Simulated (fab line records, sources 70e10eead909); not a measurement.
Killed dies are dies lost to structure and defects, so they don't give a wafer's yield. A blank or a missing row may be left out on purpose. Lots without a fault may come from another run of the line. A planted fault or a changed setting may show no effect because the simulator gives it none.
fab line records | flow nand_harc
record lots=5 wafers=15 last_day=31
route steps=1302 shown THIN_TSV@1256
lots that met no fault: from a run of the same line without faults
start_h: hours from the record's first day to the start of the lot's first wafer shown | wait_h: hours since the lot's step before | " the same as in the row above | L1.1+2: a row that stands for several wafers | - no value, or no start given | * or withheld: withheld | < > ~ a bound
route shown NAME@n: a module of which the file shows steps, and the number in the route of the first | usual: mean/standard deviation of fault-free wafers | same: alike in all rows | chamber/n: place in a boat | sites: the reading at each site | _std_site: their standard deviation | _edge_site: outer sites' mean less inner sites' | radius_mm: how far each site lies from the wafer's centre | mask NAME#n: copy n | behind: the tool/chamber that last shaped the wafer | hold: why the lot was held/for how many hours/how that ended | device: the transistor (n, p or np) that didn't switch | end of line: the same wafers' tests at the end of the route | a step without rows: its recipe alone | killed: dies lost to structure and defects at the first sort, not the wafer's yield | map: a wafer's dies, x killed, . not, _ none there
set.NAME: the setting as run; set.NAME@STEP: as run at that earlier step | model.NAME: the simulator's own value behind a step, which no gauge read
lots at some steps of the route; a table a step, a row a wafer
services: from which hour (start_h, from the record's first day; less than 0 if before it) a tool's chamber was out of use, for how many hours, and why
## steps
# step NHARC_THIN_TSV_EXPOSE_09
# recipe na=0.55 dose_mj=30.7 mask_id=TSV
# columns lot.wafer tool chamber start_h wait_h mask
L077.1+2+3 krf_scanner-02 0 563.56 - TSV#0
L082.1+3+4 krf_scanner-04 0 634.95 - TSV#0
L087.1+4+6 krf_scanner-02 0 690.94 - TSV#0
L089.1+3+6 krf_scanner-04 0 699.34 - TSV#0
L093.1+2+5 krf_scanner-02 0 735.71 - TSV#0
# step NHARC_THIN_TSV_PEB_10
# recipe peb_temp_c=118 peb_time_s=85
# usual chill_plate_temp_C=23.01/0.12
# columns lot.wafer tool chamber start_h wait_h chill_plate_temp_C
L077.1 litho_track-05 0 563.63 0.1 23.10
L077.2 " 0 " " 23.12
L077.3 " 0 " " 23.07
L082.1 litho_track-07 0 635.01 0.1 23.32
L082.3 " 0 " " 23.16
L082.4 " 0 " " 23.07
L087.1 litho_track-07 0 691.01 0.1 22.89
L087.4 " 0 " " 22.93
L087.6 " 0 " " 23.01
L089.1 litho_track-07 0 699.41 0.1 23.02
L089.3 " 0 " " 22.83
L089.6 " 0 " " 23.01
L093.1 litho_track-02 0 735.78 0.1 22.98
L093.2 " 0 " " 22.95
L093.5 " 0 " " 22.97
# step NHARC_THIN_TSV_DEVELOP_11
# recipe time_s=70
# usual chill_plate_temp_C=23.00/0.11
# columns lot.wafer tool chamber start_h wait_h chill_plate_temp_C
L077.1 litho_track-05 0 - - 23.00
L077.2 " 0 " " 23.13
L077.3 " 0 " " 23.00
L082.1 litho_track-07 0 - - 22.87
L082.3 " 0 " " 22.96
L082.4 " 0 " " 23.06
L087.1 litho_track-07 0 - - 23.23
L087.4 " 0 " " 23.01
L087.6 " 0 " " 23.02
L089.1 litho_track-07 0 - - 23.03
L089.3 " 0 " " 22.81
L089.6 " 0 " " 23.06
L093.1 litho_track-02 0 - - 22.97
L093.2 " 0 " " 23.03
L093.5 " 0 " " 22.79
# step NHARC_THIN_TSV_CD_MEAS_12
# recipe target_cd_nm=1000 landing_energy_ev=500
# usual cd_nm=1000.0/1.9
# columns lot.wafer tool chamber start_h wait_h cd_nm
L077.1 cd_sem-01 0 563.72 - 997.3
L077.2 " 0 " " 999.6
L077.3 " 0 " " 1001.2
L082.1 cd_sem-03 0 635.11 - 997.3
L082.3 " 0 " " 996.2
L082.4 " 0 " " 1000.7
L087.1 cd_sem-03 0 691.10 - 1001.0
L087.4 " 0 " " 998.0
L087.6 " 0 " " 999.4
L089.1 cd_sem-01 0 699.50 - 1000.1
L089.3 " 0 " " 1001.6
L089.6 " 0 " " 1002.7
L093.1 cd_sem-02 0 735.88 - 1000.3
L093.2 " 0 " " 1000.6
L093.5 " 0 " " 1000.5
# step NHARC_THIN_TSV_HARDBAKE_13
# recipe temp_c=125 time_s=80
# usual chill_plate_temp_C=23.01/0.095
# columns lot.wafer tool chamber start_h wait_h chill_plate_temp_C
L077.1 litho_track-02 0 563.80 - 22.95
L077.2 " 0 " " 22.97
L077.3 " 0 " " 22.88
L082.1 litho_track-05 0 635.18 - 23.07
L082.3 " 0 " " 23.01
L082.4 " 0 " " 23.06
L087.1 litho_track-05 0 691.18 - 22.97
L087.4 " 0 " " 23.07
L087.6 " 0 " " 22.82
L089.1 litho_track-02 0 699.58 - 23.13
L089.3 " 0 " " 23.17
L089.6 " 0 " " 23.05
L093.1 litho_track-07 0 735.96 - 23.02
L093.2 " 0 " " 23.04
L093.5 " 0 " " 23.05
# step NHARC_THIN_TSV_DESCUM_14
# recipe time_s=3 o2_flow_sccm=200 ar_flow_sccm=0 bias_power_w=0 chemistry=O2
# usual drypump_motor_current_A=5.9/0.44 oes_product_au=1.001/0.011 rf_vpp_V=57.9/0.91 showerhead_plenum_p_Torr=1.93/0.098 throttle_valve_pct=11.313/0.0085
# columns lot.wafer tool chamber start_h wait_h drypump_motor_current_A oes_product_au rf_hours_counter_h rf_vpp_V showerhead_plenum_p_Torr throttle_valve_pct
L077.2 rie_diel-13 0 563.88 - 5.4 1.010 2.2 57.9 1.85 11.310
L077.1 " 2 " " 5.5 0.996 3.4 57.9 1.77 11.312
L077.3 " 3 " " 6.3 0.999 3.4 59.0 2.03 11.310
L082.1 rie_diel-09 1 635.27 - 6.3 1.007 5.5 56.5 1.94 11.312
L082.3 " 2 " " 6.0 0.992 6.4 59.7 2.05 11.314
L082.4 " 3 " " 5.9 1.010 6.2 58.1 2.06 11.321
L087.1 rie_diel-09 2 691.28 - 6.0 0.997 0.3 58.7 2.05 11.311
L087.4 " 3 " " 5.9 0.994 0.2 61.0 2.06 11.295
L087.6 " 0 " " 6.1 0.999 - 57.4 1.86 11.314
L089.1 rie_diel-09 2 699.66 - 6.0 1.012 1.0 58.8 2.05 11.323
L089.3 " 1 " " 6.3 0.992 0.8 57.5 1.94 11.306
L089.6 " 2 " " 6.0 1.000 - 57.5 2.05 11.312
L093.1 rie_diel-09 3 736.04 - 5.9 0.995 2.5 57.0 2.06 11.306
L093.2 " 0 " " 6.1 1.008 2.5 58.1 1.86 11.319
L093.5 " 3 " " 5.9 1.007 - 59.4 2.06 11.319
# step NHARC_THIN_TSV_ETCH_44
# recipe target_depth_a=15942 time_s=797.1 cf4_flow_sccm=150 o2_flow_sccm=10 ar_flow_sccm=0 rf_w=300 bias_w=800 chemistry=CF4/O2
# usual drypump_motor_current_A=5.9/0.41 oes_product_au=1.000/0.011 rf_vpp_V=795/5.5 showerhead_plenum_p_Torr=1.84/0.089 throttle_valve_pct=16.915/0.0099
# columns lot.wafer tool chamber start_h wait_h drypump_motor_current_A oes_product_au rf_hours_counter_h rf_vpp_V showerhead_plenum_p_Torr throttle_valve_pct
L077.2 rie_diel-13 2 563.96 0.1 5.5 0.985 3.5 787 1.71 16.921
L077.3 " 3 " " 6.3 1.000 3.5 801 1.93 16.921
L077.1 " 0 " " 5.4 1.007 2.3 791 1.78 16.917
L082.3 rie_diel-09 0 635.35 0.1 6.1 0.983 5.8 792 1.79 16.919
L082.1 " 2 " " 6.0 0.980 6.5 802 1.95 16.936
L082.4 " 3 " " 5.9 0.997 6.3 802 1.96 16.931
L087.4 rie_diel-09 2 691.40 0.1 6.0 1.000 0.4 802 1.95 16.909
L087.1 " 3 " " 5.9 0.987 0.3 802 1.96 16.910
L087.6 " 2 " " 6.0 1.006 - 801 1.95 16.925
L089.1 rie_diel-09 1 699.80 0.1 6.3 0.997 0.9 796 1.85 16.916
L089.3 " 3 " " 5.9 1.005 0.8 802 1.96 16.910
L089.6 " 0 " " 6.1 1.004 - 792 1.79 16.893
L093.2 rie_diel-09 3 736.24 0.2 5.9 0.991 2.7 804 1.96 16.918
L093.1 " 0 " " 6.1 1.006 2.6 792 1.79 16.910
L093.5 " 1 " " 6.3 0.986 - 796 1.85 16.909
# step NHARC_THIN_TSV_ETCH_15
# recipe target_depth_a=30000 bosch_target_overetch_cycles=2 bosch_etch_step_s=2.8 bosch_dep_step_s=1.2 bosch_cycles=14
# usual drypump_motor_current_A=5.9/0.36
# columns lot.wafer tool chamber start_h wait_h drypump_motor_current_A rf_hours_counter_h
L077.3 rie_si-02 1 564.54 - 5.9 0.70
L077.1 " 2 " " 5.6 0.82
L077.2 " 0 " " 6.1 0.53
L082.3 rie_si-05 2 635.92 - 6.3 0.89
L082.4 " 3 " " 6.3 0.82
L082.1 " 0 " " 5.6 0.66
L087.1 rie_si-03 0 691.91 - 6.3 0.65
L087.4 " 0 " " 6.3 -
L087.6 " 1 " " 5.7 -
L089.1 rie_si-02 1 700.31 - 5.9 0.44
L089.3 " 0 " " 6.1 0.51
L089.6 " 2 " " 5.6 -
L093.2 rie_si-05 3 736.71 - 6.3 0.51
L093.1 " 1 " " 5.9 0.33
L093.5 " 2 " " 6.3 -
# step NHARC_THIN_TSV_CD_MEAS_16
# usual cd_nm=999.9/1.9
# columns lot.wafer tool chamber start_h wait_h cd_nm
L077.1 cd_sem-02 - 564.68 0.1 996.6
L077.2 " - " " 999.0
L077.3 " - " " 1000.4
L082.1 cd_sem-01 - 636.07 0.1 997.3
L082.3 " - " " 996.3
L082.4 " - " " 1001.0
L087.1 cd_sem-02 - 692.08 0.2 1000.0
L087.4 " - " " 997.7
L087.6 " - " " 999.3
L089.1 cd_sem-03 - 700.45 0.1 1000.6
L089.3 " - " " 1001.0
L089.6 " - " " 1002.3
L093.1 cd_sem-02 - 736.84 0.1 1000.1
L093.2 " - " " 999.5
L093.5 " - " " 1000.7
# step NHARC_THIN_TSV_STRIP_45
# recipe power_w=1500 temp_c=250 chemistry=O2
# usual drypump_motor_current_A=5.6/0.33 heater_power_w=349/29
# columns lot.wafer tool chamber start_h wait_h drypump_motor_current_A heater_power_w rf_hours_counter_h
L077.2 plasma_asher-01 0 564.75 0.1 5.4 325 8
L077.1 " 1 " " 5.7 324 8
L077.3 " 0 " " 5.4 321 -
L082.1 plasma_asher-02 1 636.19 0.1 6.1 343 5
L082.4 " 0 " " 5.3 385 -
L082.3 " 1 " " 6.1 351 -
L087.1 plasma_asher-02 0 692.20 0.1 5.4 388 16
L087.4 " 1 " " 6.1 348 -
L087.6 " 1 " " 6.1 341 -
L089.1 plasma_asher-02 1 700.53 0.1 6.1 341 19
L089.3 " 0 " " 5.3 386 -
L089.6 " 1 " " 6.1 336 -
L093.1 plasma_asher-02 1 736.91 0.1 6.2 342 26
L093.2 " 0 " " 5.3 380 26
L093.5 " 1 " " 6.1 334 -
# step NHARC_THIN_TSV_STRIP_46
# recipe time_s=1200 temp_c=72.5 chemistry=post_etch_residue_remover
# columns lot.wafer tool chamber start_h wait_h
L077.1+3+2 wet_bench-08 4,5,6 565.10 0.3
L082.4+3+1 wet_bench-08 3,4,5 636.52 0.2
L087.4+1+6 wet_bench-10 3,4,6 692.51 0.2
L089.1+6+3 wet_bench-10 6,0,1 700.88 0.3
L093.1+5+2 wet_bench-08 1,2,3 737.29 0.3
# step NHARC_THIN_TSV_DEP_47
# recipe target_thk_a=2000 temp_c=withheld pressure_torr=6.5 rf_w=900 teos_flow_sccm=161.4 flow_sccm=2650 target_thk_nm=200 gas=O2 material=SiO2
# usual throttle_valve_pct=15.8/0.42
# columns lot.wafer tool chamber start_h wait_h throttle_valve_pct
L077.3 pecvd-04 0 565.60 - 16.0
L077.2 " 1 " " 15.6
L077.1 " 2 " " 16.6
L082.3 pecvd-01 2 636.94 - 15.7
L082.1 " 0 " " 16.1
L082.4 " 2 " " 15.6
L087.1 pecvd-01 2 692.96 - 15.9
L087.4 " 2 " " 15.6
L087.6 " 0 " " 16.0
L089.3 pecvd-01 0 701.33 - 15.8
L089.1 " 1 " " 14.9
L089.6 " 1 " " 15.2
L093.2 pecvd-01 2 737.71 - 15.9
L093.1 " 1 " " 15.4
L093.5 " 1 " " 15.1
# step NHARC_THIN_TSV_ETCHBACK_48
# recipe target_depth_a=10285 over_etch_frac=0.3 time_s=405.17 ion_energy_ev=250 c4f8_flow_sccm=withheld ar_flow_sccm=withheld rf_w=600 bias_w=300 chemistry=C4F8/Ar
# usual oes_product_au=0.94/0.031 rf_vpp_V=547/4
# columns lot.wafer tool chamber start_h wait_h oes_product_au rf_hours_counter_h rf_vpp_V
L077.3 rie_diel-13 3 566.04 - 0.97 3.9 552
L077.1 " 0 " " 0.97 2.5 546
L077.2 " 1 " " 0.97 3.5 550
L082.3 rie_diel-13 2 637.34 - 0.92 8.0 542
L082.1 " 3 " " 0.92 7.5 551
L082.4 " 0 " " 0.93 6.7 544
L087.4 rie_diel-13 3 693.39 - 0.90 11.2 551
L087.1 " 1 " " 0.93 12.8 547
L087.6 " 2 " " 0.92 - 541
L089.1 rie_diel-09 1 701.77 - 0.98 1.3 548
L089.3 " 3 " " 0.96 1.0 552
L089.6 " 0 " " 0.99 - 544
L093.1 rie_diel-09 0 738.15 - 0.93 2.8 545
L093.2 " 2 " " 0.93 3.5 553
L093.5 " 3 " " 0.91 - 552
# step NHARC_THIN_TSV_STRIP_62
# recipe power_w=1500 temp_c=250 time_s=20 chemistry=N2/H2
# usual drypump_motor_current_A=5.6/0.33 heater_power_w=350/30
# columns lot.wafer tool chamber start_h wait_h drypump_motor_current_A heater_power_w rf_hours_counter_h
L077.2 plasma_asher-01 1 566.36 - 5.7 320 9
L077.1 " 0 " " 5.4 330 9
L077.3 " 0 " " 5.4 323 -
L082.1 plasma_asher-01 1 637.70 - 5.7 324 24
L082.3 " 1 " " 5.7 323 -
L082.4 " 0 " " 5.4 327 -
L087.1 plasma_asher-02 0 693.73 - 5.3 392 16
L087.4 " 0 " " 5.3 390 -
L087.6 " 0 " " 5.3 401 -
L089.1 plasma_asher-02 0 702.12 - 5.4 383 20
L089.3 " 1 " " 6.1 334 -
L089.6 " 0 " " 5.4 387 -
L093.1 plasma_asher-02 0 738.46 - 5.4 398 27
L093.2 " 1 " " 6.1 331 27
L093.5 " 0 " " 5.3 388 -
# step NHARC_THIN_TSV_DEGAS_49
# recipe temp_c=300 time_s=120
# usual heater_power_w=485/32
# columns lot.wafer tool chamber start_h wait_h heater_power_w
L077.2 pvd_sputter-01 - 566.53 0.1 476
L077.3 " - " " 457
L077.1 " - " " 467
L082.1 pvd_sputter-02 - 637.87 0.1 551
L082.3 " - " " 447
L082.4 " - " " 459
L087.4 pvd_sputter-01 - 693.88 0.1 483
L087.1 " - " " 554
L087.6 " - " " 482
L089.3 pvd_sputter-02 - 702.29 0.1 477
L089.1 " - " " 523
L089.6 " - " " 444
L093.2 pvd_sputter-03 - 738.66 0.1 469
L093.1 " - " " 440
L093.5 " - " " 506
# step NHARC_THIN_TSV_PRE_CLEAN_50
# recipe time_s=30 temp_c=280 gas=H2/He
# usual heater_power_w=425/27
# columns lot.wafer tool chamber start_h wait_h heater_power_w
L077.3 pvd_sputter-01 - - - 447
L077.2 " - " " 411
L077.1 " - " " 415
L082.4 pvd_sputter-02 - - - 399
L082.1 " - " " 389
L082.3 " - " " 459
L087.4 pvd_sputter-01 - - - 479
L087.1 " - " " 400
L087.6 " - " " 418
L089.3 pvd_sputter-02 - - - 397
L089.1 " - " " 446
L089.6 " - " " 453
L093.1 pvd_sputter-03 - - - 440
L093.2 " - " " 395
L093.5 " - " " 459
# step NHARC_THIN_TSV_PVD_19
# recipe target_thk_a=200 chamber_pressure_pa=5 material=TaN
# usual throttle_valve_pct=30.1/1.1
# columns lot.wafer tool chamber start_h wait_h throttle_valve_pct
L077.2 pvd_sputter-01 - - - 30.2
L077.3 " - " " 32.1
L077.1 " - " " 29.0
L082.4 pvd_sputter-02 - - - 30.8
L082.3 " - " " 30.6
L082.1 " - " " 30.8
L087.4 pvd_sputter-01 - - - 28.0
L087.1 " - " " 30.8
L087.6 " - " " 31.9
L089.3 pvd_sputter-02 - - - 30.6
L089.1 " - " " 31.4
L089.6 " - " " 30.3
L093.1 pvd_sputter-03 - - - 29.7
L093.2 " - " " 27.6
L093.5 " - " " 29.0
# step NHARC_THIN_TSV_PVD_51
# recipe target_thk_a=1000 chamber_pressure_pa=5 material=Cu
# usual throttle_valve_pct=30.1/1.1
# columns lot.wafer tool chamber start_h wait_h throttle_valve_pct
L077.1 pvd_sputter-01 - - - 30.3
L077.3 " - " " 30.0
L077.2 " - " " 29.1
L082.1 pvd_sputter-01 - 638.19 - 31.9
L082.4 " - " " 29.6
L082.3 " - " " 30.6
L087.1 pvd_sputter-01 - - - 32.0
L087.4 " - " " 29.8
L087.6 " - " " 32.1
L089.1 pvd_sputter-02 - - - 30.6
L089.3 " - " " 30.5
L089.6 " - " " 30.4
L093.2 pvd_sputter-03 - - - 28.8
L093.1 " - " " 28.0
L093.5 " - " " 29.0
# step NHARC_THIN_TSV_ECD_20
# recipe target_thk_a=20000 material=Cu
# columns lot.wafer tool chamber start_h wait_h
L077.1+2+3 ecd_cu-01 0,1,1 566.98 -
L082.1+4+3 ecd_cu-01 1,0,1 638.47 -
L087.1+4+6 ecd_cu-02 0 694.34 -
L089.1+3+6 ecd_cu-01 1 702.82 -
L093.1+2+5 ecd_cu-02 0,1,1 739.10 -
# step NHARC_THIN_TSV_ANNEAL_52
# recipe temp_c=225 time_s=90
# usual wafer_temp_C_max=226.07/0.24
# columns lot.wafer tool chamber start_h wait_h wafer_temp_C_max
L077.1 rtp_anneal-01 0 567.71 0.6 225.69
L077.2 " 0 " " 225.63
L077.3 " 0 " " 226.00
L082.1 rtp_anneal-02 0 639.13 0.6 225.61
L082.3 " 0 " " 225.91
L082.4 " 0 " " 225.93
L087.1 rtp_anneal-02 0 695.07 0.6 225.96
L087.4 " 0 " " 225.84
L087.6 " 0 " " 225.77
L089.1 rtp_anneal-01 0 703.45 0.5 226.38
L089.3 " 0 " " 226.43
L089.6 " 0 " " 226.29
L093.1 rtp_anneal-01 0 739.83 0.6 225.93
L093.2 " 0 " " 225.99
L093.5 " 0 " " 225.52
# step NHARC_THIN_TSV_CMP_21
# recipe t_overpolish_s=30 target_thk_nm=2000
# usual motor_current_A=12.9/1.9 overpolish_run_s=30.000/0.0091 pad_life_wafers=198/120
# columns lot.wafer tool chamber start_h wait_h motor_current_A overpolish_run_s pad_life_wafers
L077.2 cmp-02 1 568.08 - 14.5 30.003 241
L077.1 " 2 " " 16.2 29.995 242
L077.3 " 3 " " 9.7 30.007 243
L082.1 cmp-03 1 639.47 - 12.3 29.988 276
L082.4 " 2 " " 10.7 30.004 277
L082.3 " 3 " " 12.0 30.007 278
L087.1 cmp-04 3 695.44 - 11.8 30.000 373
L087.4 " 1 " " 13.0 29.990 375
L087.6 " 3 " " 12.3 30.006 -
L089.1 cmp-03 2 703.86 - 11.4 30.006 176
L089.3 " 3 " " 12.0 30.001 177
L089.6 " 0 " " 11.7 30.002 -
L093.1 cmp-02 3 740.24 - 9.6 30.006 44
L093.2 " 0 " " 15.0 29.997 45
L093.5 " 1 " " 14.1 30.007 -
# step NHARC_THIN_TSV_SRD_23
# columns lot.wafer tool chamber start_h wait_h
L077.1+2+3 wet_bench-08 4,7,0 568.41 0.0
L082.4+3+1 wet_bench-08 2,4,5 639.84 0.0
L087.4+6+1 wet_bench-10 2,4,6 695.78 0.0
L089.6+1+3 wet_bench-08 2,4,7 704.17 0.0
L093.2+5+1 wet_bench-10 7,0,1 740.54 0.0
# step NHARC_THIN_TSV_DEGAS_53
# recipe temp_c=300 time_s=60
# usual heater_power_w=482/29
# columns lot.wafer tool chamber start_h wait_h heater_power_w
L077.1 pvd_sputter-01 - 568.53 0.1 459
L077.3 " - " " 461
L077.2 " - " " 498
L082.4 pvd_sputter-03 - 639.94 0.1 499
L082.3 " - " " 520
L082.1 " - " " 469
L087.4 pvd_sputter-01 - 695.89 0.1 550
L087.1 " - " " 467
L087.6 " - " " 532
L089.1 pvd_sputter-02 - 704.26 0.1 470
L089.3 " - " " 440
L089.6 " - " " 464
L093.2 pvd_sputter-03 - 740.64 0.1 440
L093.1 " - " " 495
L093.5 " - " " 474
# step NHARC_THIN_TSV_PRE_CLEAN_54
# recipe time_s=30 temp_c=280 gas=H2/He
# usual heater_power_w=425/27
# columns lot.wafer tool chamber start_h wait_h heater_power_w
L077.3 pvd_sputter-01 - 568.62 0.1 408
L077.1 " - " " 407
L077.2 " - " " 418
L082.4 pvd_sputter-03 - 640.01 0.1 437
L082.1 " - " " 465
L082.3 " - " " 394
L087.1 pvd_sputter-01 - 695.95 0.0 418
L087.4 " - " " 425
L087.6 " - " " 421
L089.1 pvd_sputter-01 - 705.24 1.0 476
L089.3 " - " " 396
L089.6 " - " " 422
L093.1 pvd_sputter-03 - 740.72 0.0 387
L093.2 " - " " 440
L093.5 " - " " 415
# step NHARC_THIN_TSV_PVD_55
# recipe target_thk_a=500 material=TiN
# columns lot.wafer tool chamber start_h wait_h
L077.3+2+1 pvd_sputter-01 - 568.70 0.1
L082.3+4+1 pvd_sputter-03 - 640.10 0.1
L087.1+4+6 pvd_sputter-01 - 696.05 0.1
L089.1+3+6 pvd_sputter-01 - 705.51 0.3
L093.2+1+5 pvd_sputter-03 - 740.83 0.1
# step NHARC_THIN_TSV_PVD_24
# recipe target_thk_a=8000 power_w=withheld chamber_pressure_pa=withheld substrate_temp_c=withheld time_s=withheld gas=Ar material=Al
# columns lot.wafer tool chamber start_h wait_h
L077.2+1+3 pvd_sputter-01 - 568.93 0.2
L082.1+4+3 pvd_sputter-03 - 640.23 0.1
L087.4+1+6 pvd_sputter-01 - 696.18 0.1
L089.1+3+6 pvd_sputter-01 - 705.75 0.2
L093.1+2+5 pvd_sputter-03 - 740.99 0.1
# step NHARC_THIN_TSV_DEHYDRATE_25
# recipe temp_c=150 time_s=120
# usual chill_plate_temp_C=23.00/0.11
# columns lot.wafer tool chamber start_h wait_h chill_plate_temp_C
L077.1 litho_track-05 0 569.33 - 23.00
L077.2 " 0 " " 22.95
L077.3 " 0 " " 22.93
L082.1 litho_track-07 0 640.65 - 23.07
L082.3 " 0 " " 22.90
L082.4 " 0 " " 23.04
L087.1 litho_track-05 0 696.59 - 23.04
L087.4 " 0 " " 23.08
L087.6 " 0 " " 22.97
L089.1 litho_track-02 0 706.16 - 22.89
L089.3 " 0 " " 22.89
L089.6 " 0 " " 22.85
L093.1 litho_track-05 0 741.35 - 22.96
L093.2 " 0 " " 23.09
L093.5 " 0 " " 23.17
# step NHARC_THIN_TSV_HMDS_26
# recipe time_s=30
# usual chill_plate_temp_C=23.00/0.12
# columns lot.wafer tool chamber start_h wait_h chill_plate_temp_C
L077.1 litho_track-05 0 - - 23.14
L077.2 " 0 " " 23.21
L077.3 " 0 " " 22.92
L082.1 litho_track-07 0 - - 23.14
L082.3 " 0 " " 22.97
L082.4 " 0 " " 22.95
L087.1 litho_track-05 0 - - 23.07
L087.4 " 0 " " 23.15
L087.6 " 0 " " 23.19
L089.1 litho_track-02 0 - - 22.84
L089.3 " 0 " " 22.95
L089.6 " 0 " " 22.91
L093.1 litho_track-05 0 - - 23.13
L093.2 " 0 " " 22.89
L093.5 " 0 " " 22.98
# step NHARC_THIN_TSV_COAT_27
# recipe spin_rpm=*
# usual chill_plate_temp_C=22.98/0.11
# columns lot.wafer tool chamber start_h wait_h chill_plate_temp_C
L077.1 litho_track-05 0 - - 22.98
L077.2 " 0 " " 22.86
L077.3 " 0 " " 22.96
L082.1 litho_track-07 0 - - 22.84
L082.3 " 0 " " 22.92
L082.4 " 0 " " 22.93
L087.1 litho_track-05 0 - - 22.91
L087.4 " 0 " " 23.06
L087.6 " 0 " " 22.91
L089.1 litho_track-02 0 - - 23.04
L089.3 " 0 " " 22.99
L089.6 " 0 " " 23.00
L093.1 litho_track-05 0 - - 22.84
L093.2 " 0 " " 22.91
L093.5 " 0 " " 22.98
# step NHARC_THIN_TSV_SOFTBAKE_28
# recipe temp_c=122 time_s=95
# usual chill_plate_temp_C=22.99/0.1
# columns lot.wafer tool chamber start_h wait_h chill_plate_temp_C
L077.1 litho_track-05 0 - - 22.92
L077.2 " 0 " " 23.04
L077.3 " 0 " " 22.89
L082.1 litho_track-07 0 - - 22.93
L082.3 " 0 " " 22.95
L082.4 " 0 " " 22.81
L087.1 litho_track-05 0 - - 22.96
L087.4 " 0 " " 22.95
L087.6 " 0 " " 23.09
L089.1 litho_track-02 0 - - 23.01
L089.3 " 0 " " 23.01
L089.6 " 0 " " 23.09
L093.1 litho_track-05 0 - - 22.99
L093.2 " 0 " " 22.91
L093.5 " 0 " " 22.82
# step NHARC_THIN_TSV_EBR_29
# usual chill_plate_temp_C=22.98/0.11
# columns lot.wafer tool chamber start_h wait_h chill_plate_temp_C
L077.1 litho_track-05 0 - - 23.07
L077.2 " 0 " " 22.92
L077.3 " 0 " " 23.02
L082.1 litho_track-07 0 - - 23.02
L082.3 " 0 " " 23.13
L082.4 " 0 " " 23.14
L087.1 litho_track-05 0 - - 22.91
L087.4 " 0 " " 23.07
L087.6 " 0 " " 23.03
L089.1 litho_track-02 0 - - 23.07
L089.3 " 0 " " 22.95
L089.6 " 0 " " 23.06
L093.1 litho_track-05 0 - - 22.91
L093.2 " 0 " " 22.95
L093.5 " 0 " " 23.08
# step NHARC_THIN_TSV_EXPOSE_30
# recipe na=0.55 dose_mj=11.47 mask_id=PAD
# columns lot.wafer tool chamber start_h wait_h mask
L077.1+2+3 krf_scanner-02 0 569.48 - PAD#0
L082.1+3+4 krf_scanner-04 0 640.92 - PAD#0
L087.1+4+6 krf_scanner-04 0 696.74 - PAD#0
L089.1+3+6 krf_scanner-03 0 706.43 - PAD#0
L093.1+2+5 krf_scanner-02 0 741.62 - PAD#0
# step NHARC_THIN_TSV_PEB_31
# recipe peb_temp_c=118 peb_time_s=85
# usual chill_plate_temp_C=23.01/0.1
# columns lot.wafer tool chamber start_h wait_h chill_plate_temp_C
L077.1 litho_track-02 0 569.54 0.1 22.85
L077.2 " 0 " " 22.87
L077.3 " 0 " " 22.96
L082.1 litho_track-05 0 640.99 0.1 23.21
L082.3 " 0 " " 22.99
L082.4 " 0 " " 23.14
L087.1 litho_track-07 0 696.80 0.1 23.10
L087.4 " 0 " " 23.05
L087.6 " 0 " " 23.03
L089.1 litho_track-07 0 706.50 0.1 22.75
L089.3 " 0 " " 22.85
L089.6 " 0 " " 23.04
L093.1 litho_track-05 0 741.69 0.1 23.03
L093.2 " 0 " " 22.92
L093.5 " 0 " " 23.05
# step NHARC_THIN_TSV_DEVELOP_32
# recipe time_s=70
# usual chill_plate_temp_C=23.01/0.099
# columns lot.wafer tool chamber start_h wait_h chill_plate_temp_C
L077.1 litho_track-02 0 - - 22.88
L077.2 " 0 " " 22.96
L077.3 " 0 " " 23.07
L082.1 litho_track-05 0 - - 23.13
L082.3 " 0 " " 23.06
L082.4 " 0 " " 22.99
L087.1 litho_track-07 0 - - 23.22
L087.4 " 0 " " 23.13
L087.6 " 0 " " 23.03
L089.1 litho_track-07 0 - - 23.16
L089.3 " 0 " " 23.01
L089.6 " 0 " " 22.97
L093.1 litho_track-05 0 - - 23.01
L093.2 " 0 " " 22.95
L093.5 " 0 " " 22.89
# step NHARC_THIN_TSV_CD_MEAS_33
# recipe target_cd_nm=5000 landing_energy_ev=500
# usual cd_nm=5000.7/1.8
# columns lot.wafer tool chamber start_h wait_h cd_nm
L077.1 cd_sem-01 0 569.63 - 5001.4
L077.2 " 0 " " 5002.5
L077.3 " 0 " " 5003.4
L082.1 cd_sem-01 0 641.08 - 5001.7
L082.3 " 0 " " 5001.5
L082.4 " 0 " " 5003.3
L087.1 cd_sem-01 0 696.89 - 4997.9
L087.4 " 0 " " 5002.0
L087.6 " 0 " " 4999.0
L089.1 cd_sem-01 0 706.59 - 4997.1
L089.3 " 0 " " 4998.8
L089.6 " 0 " " 4997.1
L093.1 cd_sem-02 0 741.78 - 5002.5
L093.2 " 0 " " 5002.6
L093.5 " 0 " " 5001.3
# step NHARC_THIN_TSV_HARDBAKE_34
# recipe temp_c=125 time_s=80
# usual chill_plate_temp_C=22.99/0.11
# columns lot.wafer tool chamber start_h wait_h chill_plate_temp_C
L077.1 litho_track-05 0 569.71 - 23.00
L077.2 " 0 " " 22.94
L077.3 " 0 " " 23.12
L082.1 litho_track-02 0 641.16 - 22.91
L082.3 " 0 " " 22.87
L082.4 " 0 " " 22.92
L087.1 litho_track-07 0 696.97 - 22.94
L087.4 " 0 " " 22.87
L087.6 " 0 " " 22.87
L089.1 litho_track-05 0 706.67 - 23.08
L089.3 " 0 " " 23.02
L089.6 " 0 " " 23.11
L093.1 litho_track-02 0 741.86 - 22.89
L093.2 " 0 " " 23.06
L093.5 " 0 " " 23.16
## services
# columns tool chamber start_h hours kind
pvd_sputter-03 - 554.30 3.0 repair
krf_scanner-04 - 558.88 38.1 repair
litho_track-02 - 577.00 7.0 pm
pvd_sputter-01 - 582.09 10.0 pm
rie_diel-13 - 600.70 1.2 repair
litho_track-07 - 601.01 7.0 pm
plasma_asher-02 - 603.00 9.0 pm
krf_scanner-02 - 610.00 4.0 pm
wet_bench-10 - 617.68 4.2 repair
pvd_sputter-02 - 638.11 10.0 pm
pvd_sputter-03 - 640.88 3.3 repair
rie_diel-09 0 641.39 4.7 repair
wet_bench-08 - 646.40 8.0 pm
litho_track-05 - 649.00 7.0 pm
pvd_sputter-02 - 661.96 8.5 repair
krf_scanner-02 - 664.40 0.1 repair
rie_diel-09 - 674.10 9.0 pm
pvd_sputter-01 - 681.36 0.6 repair
pvd_sputter-03 - 682.98 3.2 repair
rie_diel-13 0 684.95 7.3 repair
pvd_sputter-03 - 686.98 22.1 repair
rie_diel-13 - 696.29 9.0 pm
wet_bench-08 - 724.00 8.3 repair
rie_diel-09 3 724.98 6.8 repair
## key
fault none
